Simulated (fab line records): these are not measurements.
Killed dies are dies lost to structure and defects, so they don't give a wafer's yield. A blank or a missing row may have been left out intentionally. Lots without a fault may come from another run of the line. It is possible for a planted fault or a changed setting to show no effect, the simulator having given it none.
fab line records	flow n5_finfet
record lots=6	wafers=18	last_day=17
route steps=1938 shown BEOL_M9@1428 PASSIVATION@1936
lots with no fault: from the same line, run without faults
start_h: start of the lot's first displayed wafer, in hours after the record's first day	wait_h: time in hours since the lot's previous step	" as in the row above	L1.1+2: a single row standing in for several wafers	- no value present, or no start provided	* or withheld: withheld	< > ~ a bound
route shown NAME@n: NAME is a module with steps in the file, n the number in the route of the first one	usual: mean/standard deviation taken from wafers without a fault	same: alike in all rows	chamber/n: place in a boat	sites: each site's reading	_std_site: how widely they spread, as a standard deviation	_edge_site: the outer-site mean with the inner-site mean subtracted	radius_mm: for every site, how far away it sits from the centre of the wafer	mask NAME#n: copy n	behind: the tool/chamber that last shaped the wafer	hold: why the lot went on hold/how many hours it stayed there/how the hold came to an end	device: whichever transistor did not switch (one of n, p or np)	end of line: tests run on the same wafers once the route is complete	a step without rows: its recipe alone	killed: the dies lost at the first sort to structure and to defects; this is not the yield of the wafer	map: dies across one wafer; x = killed, . = not, _ = none there
set.NAME: the setting as run; set.NAME@STEP: as run at that earlier step	model.NAME: the simulator's own value behind a step, which no gauge read
lots at selected steps of the route; one table per step, one row per wafer
services: from which hour (start_h, from the record's first day; less than 0 if before it) a tool's chamber was out of use, for how many hours, and why
## steps
# step N5_BEOL_M9_COAT_22
# recipe resist=CAR-EUV	spin_rpm=1500	resist_thk_nm=30
# step N5_BEOL_M9_EBR_24
# recipe solvent=PGMEA	ebr_width_mm=1.5
# step N5_BEOL_M9_SOFTBAKE_23
# recipe temp_c=110	time_s=60	resist=CAR-EUV
# step N5_BEOL_M9_EXPOSE_25
# recipe mask_id=V8	na=0.33	source_shape=annular	sigma_inner=0.4	sigma_outer=0.8	polarization=unpolarized	dose_mj=37.25
# step N5_BEOL_M9_PEB_26
# recipe peb_temp_c=100	peb_time_s=60	resist=CAR-EUV
# step N5_BEOL_M9_DEVELOP_27
# recipe develop_time_s=30	developer=TMAH	resist=CAR-EUV	rinse_liquid=surfactant_rinse	dry=air_spin	dev_temp_c=23
# step N5_BEOL_M9_CD_MEAS_28
# recipe target_cd_nm=70	landing_energy_ev=500	detector=se_inlens	polarity=opening
# usual cd_nm=70.05/0.27
# same landing_energy_ev=500
lot.wafer	tool	chamber	start_h	wait_h	cd_nm
L482.1	cd_sem-01	0	205.91	-	70.17
L482.5	"	0	"	"	69.78
L482.6	"	0	"	"	70.22
L486.1	cd_sem-03	0	229.87	-	69.81
L486.2	"	0	"	"	69.82
L486.4	"	0	"	"	70.02
L489.4	cd_sem-01	0	255.41	-	69.74
L489.5	"	0	"	"	69.98
L489.6	"	0	"	"	70.69
L490.2	cd_sem-03	0	267.64	-	70.10
L490.4	"	0	"	"	70.80
L490.5	"	0	"	"	70.03
L499.1	cd_sem-01	0	312.99	-	70.33
L499.3	"	0	"	"	70.10
L499.6	"	0	"	"	70.06
L503.1	cd_sem-03	0	334.81	-	69.97
L503.4	"	0	"	"	70.22
L503.6	"	0	"	"	69.40
# step N5_BEOL_M9_OVL_MEAS_29
# recipe points_per_wafer=522
# usual V8_OVL=0.0/0.67
# same points_per_wafer=522
lot.wafer	tool	chamber	start_h	wait_h	V8_OVL[nm]
L482.1	overlay-02	0	205.94	0.0	-0.4
L482.5	"	0	"	"	-0.3
L482.6	"	0	"	"	-1.0
L486.1	overlay-02	0	229.90	0.0	-0.1
L486.2	"	0	"	"	-0.5
L486.4	"	0	"	"	-0.3
L489.4	overlay-01	0	255.45	0.0	-0.1
L489.5	"	0	"	"	1.4
L489.6	"	0	"	"	0.2
L490.2	overlay-01	0	267.68	0.0	-0.6
L490.4	"	0	"	"	-0.1
L490.5	"	0	"	"	0.1
L499.1	overlay-01	0	313.02	0.0	-0.7
L499.3	"	0	"	"	-1.9
L499.6	"	0	"	"	-1.6
L503.1	overlay-02	0	334.84	0.0	-0.2
L503.4	"	0	"	"	-0.1
L503.6	"	0	"	"	0.3
# step N5_BEOL_M9_INSPECT_30
# recipe mode=adi	inspect_instrument=brightfield
# usual raw_defect_count=403/92
lot.wafer	tool	chamber	start_h	wait_h	raw_defect_count
L482.1	defect_inspect-01	-	206.00	0.1	441
L482.5	"	-	"	"	483
L482.6	"	-	"	"	487
L486.1	defect_inspect-02	-	229.96	0.1	405
L486.2	"	-	"	"	510
L486.4	"	-	"	"	366
L489.4	defect_inspect-01	-	255.50	0.0	229
L489.5	"	-	"	"	253
L489.6	"	-	"	"	365
L490.2	defect_inspect-01	-	267.73	0.0	472
L490.4	"	-	"	"	376
L490.5	"	-	"	"	373
L499.1	defect_inspect-01	-	313.08	0.1	459
L499.3	"	-	"	"	322
L499.6	"	-	"	"	288
L503.1	defect_inspect-01	-	334.90	0.1	264
L503.4	"	-	"	"	314
L503.6	"	-	"	"	290
# step N5_BEOL_M9_DESCUM_33
# recipe chemistry=O2	time_s=7	source_power_w=50	bias_power_w=20	pressure_mtorr=20	rf_frequency_hz=2.712e+07	temp_c=40	resist=CAR-EUV	o2_flow_sccm=225
# usual chamber_pressure_mTorr=20.000/0.017	drypump_motor_current_A=5.7/0.43	oes_product_au=0.73/0.064	rf_vpp_V=243.1/1.4	showerhead_plenum_p_Torr=2.08/0.071	throttle_valve_pct=20.51/0.21
lot.wafer	tool	chamber	start_h	wait_h	chamber_pressure_mTorr	drypump_motor_current_A	oes_product_au	rf_hours_counter_h	rf_vpp_V	showerhead_plenum_p_Torr	throttle_valve_pct
L482.1	rie_diel-01	1	206.04	0.0	19.989	6.5	0.89	49	243.2	2.13	20.27
L482.5	"	0	"	"	20.001	6.0	0.78	-	243.1	2.03	20.81
L482.6	"	3	"	"	20.012	5.0	0.71	-	242.5	2.01	20.59
L486.1	rie_diel-02	3	229.99	0.0	19.999	5.9	0.69	215	243.0	1.99	20.56
L486.2	"	2	"	"	19.977	5.0	0.73	201	244.5	2.06	20.24
L486.4	"	0	"	"	19.962	5.7	0.72	179	242.7	2.09	20.32
L489.4	rie_diel-02	1	255.54	0.0	20.018	6.1	0.70	211	244.1	2.16	20.49
L489.5	"	1	"	"	20.006	6.1	0.71	-	243.1	2.16	20.49
L489.6	"	2	"	"	19.992	4.9	0.73	-	243.5	2.06	20.25
L490.2	rie_diel-05	0	267.77	0.0	20.011	5.8	0.80	99	245.0	2.19	20.42
L490.4	"	1	"	"	19.996	5.7	0.70	199	241.4	1.99	20.89
L490.5	"	2	"	"	20.010	5.6	0.70	-	242.8	2.14	20.41
L499.1	rie_diel-02	2	313.37	0.3	19.974	5.0	0.71	225	243.0	2.05	20.29
L499.3	"	1	"	"	19.993	6.2	0.70	228	243.8	2.16	20.53
L499.6	"	1	"	"	20.008	6.2	0.69	-	244.0	2.16	20.51
L503.1	rie_diel-02	0	334.94	0.0	20.024	5.7	0.71	208	244.9	2.08	20.37
L503.4	"	1	"	"	20.015	6.2	0.69	234	242.6	2.16	20.54
L503.6	"	2	"	"	19.975	5.0	0.71	-	242.9	2.05	20.29
# step N5_BEOL_M9_ETCH_76
# recipe chemistry=N2/H2	target=underlayer	target_depth_a=65	mask_material=CAR-EUV	time_s=5.2	ion_energy_ev=200	pressure_mtorr=30	source_w=840	bias_w=150	n2_flow_sccm=200	h2_flow_sccm=200	ends=cleared
# usual chamber_pressure_mTorr=30.00/0.041	drypump_motor_current_A=5.7/0.43	etch_rf_on_time_s=5.25/0.12	n2_flow_sccm=200.0/0.64	oes_product_au=0.62/0.052	rf_vpp_V=524/3.1	showerhead_plenum_p_Torr=2.53/0.092	throttle_valve_pct=17.94/0.19
lot.wafer	tool	chamber	start_h	wait_h	chamber_pressure_mTorr	drypump_motor_current_A	etch_rf_on_time_s	n2_flow_sccm	oes_product_au	rf_hours_counter_h	rf_vpp_V	showerhead_plenum_p_Torr	throttle_valve_pct
L482.1	rie_diel-01	1	206.07	0.0	29.98	6.5	5.36	200.8	0.73	49	527	2.59	17.83
L482.5	"	0	"	"	29.98	6.0	5.24	200.3	0.66	-	523	2.43	17.97
L482.6	"	3	"	"	30.08	5.0	5.21	199.8	0.60	-	519	2.42	18.02
L486.1	rie_diel-02	3	230.03	0.0	29.91	5.9	5.38	199.7	0.58	215	519	2.43	18.06
L486.2	"	2	"	"	30.04	5.0	5.18	199.0	0.62	201	524	2.52	17.80
L486.4	"	0	"	"	29.95	5.8	5.02	201.0	0.62	179	525	2.52	17.75
L489.4	rie_diel-02	1	255.57	0.0	30.03	6.2	5.17	199.7	0.60	211	527	2.59	17.68
L489.5	"	1	"	"	30.00	6.2	5.13	200.2	0.61	-	527	2.59	17.65
L489.6	"	2	"	"	30.05	5.0	5.09	199.1	0.62	-	522	2.51	17.83
L490.2	rie_diel-05	0	267.80	0.0	30.01	5.8	5.14	200.3	0.70	99	525	2.66	17.78
L490.4	"	1	"	"	29.97	5.7	5.25	199.8	0.60	199	521	2.41	18.35
L490.5	"	2	"	"	29.93	5.6	5.41	201.3	0.58	-	525	2.61	17.88
L499.1	rie_diel-02	2	313.40	0.0	30.03	5.0	5.09	199.5	0.60	225	522	2.51	17.87
L499.3	"	1	"	"	29.94	6.2	5.20	199.3	0.61	228	522	2.59	17.73
L499.6	"	1	"	"	30.05	6.2	5.15	200.3	0.59	-	525	2.59	17.73
L503.1	rie_diel-02	0	334.97	0.0	29.96	5.7	5.03	199.7	0.61	208	525	2.51	17.81
L503.4	"	1	"	"	30.01	6.2	5.13	201.1	0.59	234	525	2.58	17.73
L503.6	"	2	"	"	30.00	5.0	5.13	199.5	0.61	-	524	2.50	17.87
# step N5_BEOL_M9_ETCH_65
# recipe chemistry=CF4	target=SiARC	target_depth_a=156	mask_material=CAR-EUV	time_s=26	ion_energy_ev=80	pressure_mtorr=40	source_w=545	bias_w=36	Ar_flow_sccm=100	cf4_flow_sccm=100	ends=cleared
# usual chamber_pressure_mTorr=40.00/0.041	drypump_motor_current_A=5.7/0.43	etch_rf_on_time_s=26.2/0.53	oes_product_au=0.62/0.053	rf_vpp_V=184.0/1.2	showerhead_plenum_p_Torr=2.13/0.075	throttle_valve_pct=15.72/0.17
lot.wafer	tool	chamber	start_h	wait_h	chamber_pressure_mTorr	drypump_motor_current_A	etch_rf_on_time_s	oes_product_au	rf_hours_counter_h	rf_vpp_V	showerhead_plenum_p_Torr	throttle_valve_pct
L482.1	rie_diel-01	1	206.09	0.0	40.01	6.5	26.5	0.74	49	185.3	2.17	15.43
L482.5	"	0	"	"	39.91	6.1	25.7	0.67	-	181.5	2.06	15.82
L482.6	"	3	"	"	39.99	5.0	26.1	0.60	-	183.9	2.05	15.66
L486.1	rie_diel-02	3	230.05	0.0	40.05	5.9	26.8	0.59	215	182.9	2.03	15.72
L486.2	"	2	"	"	39.97	5.0	26.2	0.62	201	186.0	2.12	15.55
L486.4	"	0	"	"	40.05	5.7	25.4	0.62	179	182.9	2.14	15.61
L489.4	rie_diel-02	1	255.59	0.0	39.93	6.2	25.7	0.61	211	183.9	2.21	15.73
L489.5	"	1	"	"	40.00	6.2	25.6	0.60	-	184.4	2.21	15.72
L489.6	"	2	"	"	40.05	4.9	25.6	0.62	-	183.9	2.12	15.55
L490.2	rie_diel-05	0	267.82	0.0	39.98	5.8	25.6	0.70	99	185.7	2.24	15.66
L490.4	"	1	"	"	40.01	5.7	26.8	0.60	199	183.6	2.04	16.03
L490.5	"	2	"	"	40.03	5.6	26.2	0.59	-	183.6	2.20	15.72
L499.1	rie_diel-02	2	313.42	0.0	39.93	4.9	26.1	0.61	225	183.5	2.11	15.59
L499.3	"	1	"	"	39.91	6.2	25.9	0.59	228	184.7	2.21	15.76
L499.6	"	1	"	"	40.03	6.2	26.1	0.59	-	185.8	2.21	15.76
L503.1	rie_diel-02	0	334.99	0.0	39.95	5.7	25.6	0.60	208	182.1	2.13	15.66
L503.4	"	1	"	"	40.01	6.2	25.9	0.59	234	185.3	2.20	15.76
L503.6	"	2	"	"	40.03	4.9	26.2	0.60	-	183.4	2.11	15.60
# step N5_BEOL_M9_ETCH_66
# recipe chemistry=N2/H2	target=SOC	target_depth_a=800	overetch_a=160	mask_material=SiARC	temp_c=40	time_s=120	ion_energy_ev=200	pressure_mtorr=30	source_w=840	bias_w=150	n2_flow_sccm=200	h2_flow_sccm=200
# usual chamber_pressure_mTorr=29.999/0.025	drypump_motor_current_A=5.7/0.43	n2_flow_sccm=200.0/0.61	oes_product_au=0.56/0.046	rf_vpp_V=523.6/2.7	run_length_s=143.3/0.44	showerhead_plenum_p_Torr=2.53/0.092	throttle_valve_pct=17.90/0.2
lot.wafer	tool	chamber	start_h	wait_h	chamber_pressure_mTorr	drypump_motor_current_A	n2_flow_sccm	oes_product_au	rf_hours_counter_h	rf_vpp_V	run_length_s	showerhead_plenum_p_Torr	throttle_valve_pct	model.SiARC_of_BEOL_M9_COAT_64.thk_nm
L482.1	rie_diel-01	1	206.11	0.0	29.995	6.5	200.0	0.67	49	526.1	143.2	2.59	17.82	6.6
L482.5	"	0	"	"	29.986	6.0	199.5	0.59	-	521.8	143.1	2.43	17.94	6.4
L482.6	"	3	"	"	29.969	5.0	199.6	0.55	-	520.1	143.2	2.42	18.00	6.4
L486.1	rie_diel-02	3	230.07	0.0	30.028	5.9	200.6	0.53	215	518.9	143.2	2.43	18.02	6.6
L486.2	"	2	"	"	29.997	4.9	199.8	0.56	201	524.2	143.0	2.52	17.78	6.4
L486.4	"	0	"	"	29.991	5.8	198.5	0.55	179	524.2	144.3	2.52	17.70	6.2
L489.4	rie_diel-02	1	255.62	0.0	29.923	6.2	199.1	0.55	211	526.2	143.7	2.59	17.67	6.4
L489.5	"	1	"	"	30.007	6.2	198.7	0.55	-	526.0	143.9	2.59	17.66	6.4
L489.6	"	2	"	"	30.003	4.9	200.2	0.55	-	523.1	142.8	2.51	17.79	6.4
L490.2	rie_diel-05	0	267.85	0.0	30.010	5.8	200.4	0.62	99	528.7	142.8	2.66	17.76	6
L490.4	"	1	"	"	30.012	5.7	199.6	0.54	199	521.8	143.6	2.41	18.31	6.4
L490.5	"	2	"	"	29.986	5.6	200.1	0.53	-	526.3	143.1	2.61	17.84	6.6
L499.1	rie_diel-02	2	313.45	0.0	30.006	5.0	199.8	0.58	225	523.2	134.2	2.51	17.81	6.8
L499.3	"	1	"	"	30.003	6.2	200.7	0.53	228	527.0	143.4	2.59	17.69	6.4
L499.6	"	1	"	"	30.001	6.1	200.1	0.53	-	525.2	143.9	2.59	17.69	6.4
L503.1	rie_diel-02	0	335.02	0.0	29.982	5.7	200.3	0.58	208	522.7	135.3	2.51	17.78	6.8
L503.4	"	1	"	"	29.983	6.2	200.0	0.53	234	525.0	143.8	2.58	17.68	6.4
L503.6	"	2	"	"	30.027	4.9	200.8	0.55	-	521.9	142.9	2.50	17.82	6.4
# step N5_BEOL_M9_STRIP_69
# recipe chemistry=N2/H2	temp_c=40	n2_flow_sccm=200	h2_flow_sccm=200	rf_frequency_hz=6e+07
# step N5_PASSIVATION_PROBE_49
# usual defect_limited_yield=91.0/1.3	killed_at_M0_to_M3=36/9.5	killed_at_M4_up=14/5.6	killed_at_contacts=12/6.4	killed_at_front_end=40/10	killed_at_other=3.2/3	killed_dies=107/15	killed_open=69/12	killed_short=35/7.7	sort_bin_5_function=5.3/0.91	sort_bin_6_memory=3.3/0.65	sort_bin_8_speed=0.00/0.012	sort_n_pass=1073/15	sort_yield_pct=91.0/1.3
# same gross_dies=1180	killed_at_back_side=0	sort_bin_4_leakage[%]=0
lot.wafer	tool	chamber	start_h	wait_h	defect_limited_yield[%]	killed_at_M0_to_M3	killed_at_M4_up	killed_at_contacts	killed_at_front_end	killed_at_other	killed_dies	killed_open	killed_short	sort_bin_5_function[%]	sort_bin_6_memory[%]	sort_bin_8_speed[%]	sort_n_pass	sort_yield_pct[%]
L486.1	prober-02	-	291.74	0.0	90.6	41	11	21	32	6	111	70	38	6.5	2.6	0	1069	90.6
L486.2	prober-02	-	291.79	0.1	90.8	32	13	23	37	3	108	73	31	5.5	3.6	0	1072	90.8
L486.4	prober-02	-	291.89	0.2	89.6	39	12	12	49	11	123	71	44	5.8	3.4	0	1057	89.6
# killed by level:class
L486.1 MOL_CONTACT_COAG:geometric_particle:open=20 BEOL_M0_SAQP:geometric_particle:short=14 BEOL_M0_SAQP:geometric_particle:open=11 STI_FIN_REVEAL:geometric_particle:open=9 BEOL_M4:geometric_particle:open=6 GATE_CUT:geometric_particle:short=5 BEOL_M1:geometric_particle:open=5 BEOL_M3:geometric_particle:open=4
L486.2 MOL_CONTACT_COAG:geometric_particle:open=18 BEOL_M3:geometric_particle:open=10 STI_FIN_REVEAL:geometric_particle:open=9 BEOL_M2:geometric_particle:open=9 MOL_CONTACT_COAG:geometric_particle:short=5 BEOL_M4:geometric_particle:open=5 FIN_SAQP:geometric_particle:open=4 BEOL_M2:geometric_particle:short=4
L486.4 STI_FIN_REVEAL:geometric_particle:open=15 BEOL_M0_SAQP:geometric_particle:open=14 BEOL_M0_SAQP:geometric_particle:short=11 FIN_SAQP:geometric_particle:short=10 MOL_CONTACT_COAG:geometric_particle:open=9 BEOL_M2:geometric_particle:open=9 PASS1_DEP:geometric_particle:open=6 HKMG_FIN:area_etch=6
## services
tool	chamber	start_h	hours	kind
rie_diel-05	3	291.67	-	clean
rie_diel-05	3	291.67	-	consumable_replace:focus_ring
rie_diel-05	3	291.67	12.5	scheduled_down
rie_diel-05	3	291.67	12.5	vent_cycle
rie_diel-05	2	312.84	-	clean
rie_diel-05	2	312.84	-	consumable_replace:focus_ring
rie_diel-05	2	312.84	16.0	scheduled_down
rie_diel-05	2	312.84	16.0	vent_cycle
## key
first_sign step=N5_BEOL_M9_ETCH_66	reading=run_length_s	direction=down	sigmas=19	usual=*	struck=*
effect none on later readings
model_effect step=N5_BEOL_M9_ETCH_66	value=SiARC_of_BEOL_M9_COAT_64.thk_nm	without=6.4	struck=6.8
met_at N5_BEOL_M9_ETCH_66
struck_wafers L499.1,L503.1
onset_between 255.62 313.45
fault kind=process_parameter_drift	tool=rie_diel-02	chamber=-	onset_h=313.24	steps=N5_BEOL_M9_ETCH_66	channel=time_s	offset=*	shape=step	end_h=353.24	scope=struck_wafers_only	acts_in=*	stated=*
